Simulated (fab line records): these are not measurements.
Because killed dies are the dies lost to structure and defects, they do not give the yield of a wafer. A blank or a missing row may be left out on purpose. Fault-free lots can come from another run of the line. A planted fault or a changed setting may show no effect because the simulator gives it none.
Chamber matching + flow n5-finfet + 4 sister chambers for N5_FIN_SAQP_ETCH_67 on rie-diel-05
The step etches SiNx in CH3F/O2, target depth 30 nm. 14 wafers are shown with their chamber, then 7 later ones without.

## EACH WAFER AND ITS CHAMBER
| wafer  | chamber | showerhead-plenum-p-Torr (Torr) | throttle-valve-pct (%) | rf-vpp-V (V) |
|--------|---------|---------------------------------|------------------------|--------------|
| L076.3 | 2       | 2.04                            | 16.00                  | 300          |
| L076.4 | 3       | 1.95                            | 15.97                  | 294          |
| L076.6 | 1       | 2.09                            | 16.54                  | 294          |
| L077.4 | 1       | 2.09                            | 16.54                  | 294          |
| L077.5 | 2       | 2.04                            | 16.00                  | 300          |
| L077.6 | 3       | 1.95                            | 15.97                  | 295          |
| L082.1 | 0       | 2.05                            | 16.02                  | 296          |
| L082.3 | 1       | 2.09                            | 16.59                  | 293          |
| L082.4 | 2       | 2.04                            | 16.02                  | 300          |
| L087.2 | 2       | 2.04                            | 16.04                  | 299          |
| L087.4 | 3       | 1.94                            | 16.00                  | 295          |
| L087.6 | 0       | 2.04                            | 16.05                  | 298          |
| L088.1 | 2       | 2.04                            | 16.05                  | 299          |
| L088.3 | 0       | 2.04                            | 16.06                  | 296          |

SIGNATURES (averages over the wafers above)
| reading                  | chamber 0 | chamber 1 | chamber 2 | chamber 3 | scatter within a chamber |
|--------------------------|-----------|-----------|-----------|-----------|--------------------------|
| showerhead-plenum-p-Torr | 2.0433    | 2.0900    | 2.0400    | 1.9467    | 0.00365                  |
| throttle-valve-pct       | 16.0433   | 16.5567   | 16.0220   | 15.9800   | 0.0228                   |
| rf-vpp-V                 | 296.67    | 293.67    | 299.60    | 294.67    | 0.721                    |
Rule: distance of a wafer from a chamber = root of the sum over the readings of ((wafer's reading minus chamber's mean) / reading's scatter) squared. If the next closest chamber is less than 2 further off than the closest, the wafer can't be placed; otherwise it belongs to the closest. The scatter: take each reading less its chamber's mean, square it, sum over the shown wafers, divide by the number of wafers less the number of chambers, and take the root.

## WAFERS MISSING THEIR CHAMBER
| wafer  | showerhead-plenum-p-Torr (Torr) | throttle-valve-pct (%) | rf-vpp-V (V) |
|--------|---------------------------------|------------------------|--------------|
| L088.4 | 2.04                            | 16.06                  | 301          |
| L090.1 | 2.03                            | 16.05                  | 300          |
| L090.2 | 2.04                            | 16.06                  | 296          |
| L090.4 | 2.04                            | 16.07                  | 296          |
| L092.2 | 1.94                            | 16.02                  | 294          |
| L092.3 | 2.04                            | 16.06                  | 298          |
| L092.5 | 2.04                            | 16.06                  | 297          |

## EACH ONE'S CHAMBER
| wafer  | from the rows above     | in truth |
|--------|-------------------------|----------|
| L088.4 | 2                       | 2        |
| L090.1 | 2                       | 2        |
| L090.2 | 0                       | 0        |
| L090.4 | 0                       | 0        |
| L092.2 | 3                       | 3        |
| L092.3 | can't be placed: 0 or 2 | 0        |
| L092.5 | 0                       | 0        |
Correctly placed: 6 of 7. Unplaceable from these rows: 1, with the true chamber sitting among the candidates in 1. Number placed wrongly: 0.
